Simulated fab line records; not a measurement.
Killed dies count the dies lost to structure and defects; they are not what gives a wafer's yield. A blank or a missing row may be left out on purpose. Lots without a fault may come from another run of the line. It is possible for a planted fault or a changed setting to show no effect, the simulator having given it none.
Chamber matching	flow n5Finfet	N5_BEOL_M9_DESCUM_16 on rieDiel-04 has 4 sister chambers
The step chemistry O2, time 7.9 s. 14 wafers are shown with their chamber, then 7 later ones without.

## EACH WAFER AND ITS CHAMBER
wafer	chamber	drypumpMotorCurrentA (A)	showerheadPlenumPTorr (Torr)	throttleValvePct (%)
L074.3	3	4.9	2.06	20.44
L074.4	2	4.9	2.05	20.26
L074.5	0	6.0	2.00	20.38
L085.3	0	6.0	1.99	20.41
L085.4	3	4.9	2.05	20.47
L085.5	0	6.0	1.99	20.40
L088.1	0	6.1	1.99	20.42
L088.2	2	4.8	2.04	20.31
L088.3	3	4.9	2.05	20.47
L087.3	2	4.8	2.04	20.32
L087.5	1	5.5	2.14	20.78
L087.6	0	6.0	1.99	20.41
L092.1	3	4.9	2.04	20.50
L092.3	0	6.0	1.99	20.44

SIGNATURES, as means of the wafers listed above
reading	chamber 0	chamber 1	chamber 2	chamber 3	scatter within a chamber
drypumpMotorCurrentA	6.017	5.500	4.833	4.900	0.0387
showerheadPlenumPTorr	1.9917	2.1400	2.0433	2.0500	0.00592
throttleValvePct	20.4100	20.7800	20.2967	20.4700	0.0242
Rule: distance of a wafer from a chamber = root of the sum over the readings of ((wafer's reading minus chamber's mean) / reading's scatter) squared. If the next closest chamber is less than 2 further off than the closest, the wafer can't be placed; otherwise it belongs to the closest. The scatter: take each reading less its chamber's mean, square it, sum over the shown wafers, divide by the number of wafers less the number of chambers, and take the root.

## WAFERS WITH NO CHAMBER GIVEN
wafer	drypumpMotorCurrentA (A)	showerheadPlenumPTorr (Torr)	throttleValvePct (%)
L092.6	5.5	2.13	20.79
L095.1	6.0	1.98	20.46
L095.2	5.5	2.13	20.81
L095.5	5.5	2.13	20.82
L097.1	6.0	1.98	20.47
L097.2	5.5	2.13	20.82
L097.5	4.9	2.04	20.20

## WHICH CHAMBER EACH WENT THROUGH
wafer	from the rows above	in truth
L092.6	1	1
L095.1	0	0
L095.2	1	1
L095.5	1	1
L097.1	0	0
L097.2	1	1
L097.5	2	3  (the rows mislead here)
Placed correctly: 6 of 7. Can't be placed from these rows: 0. 1 placed wrongly.
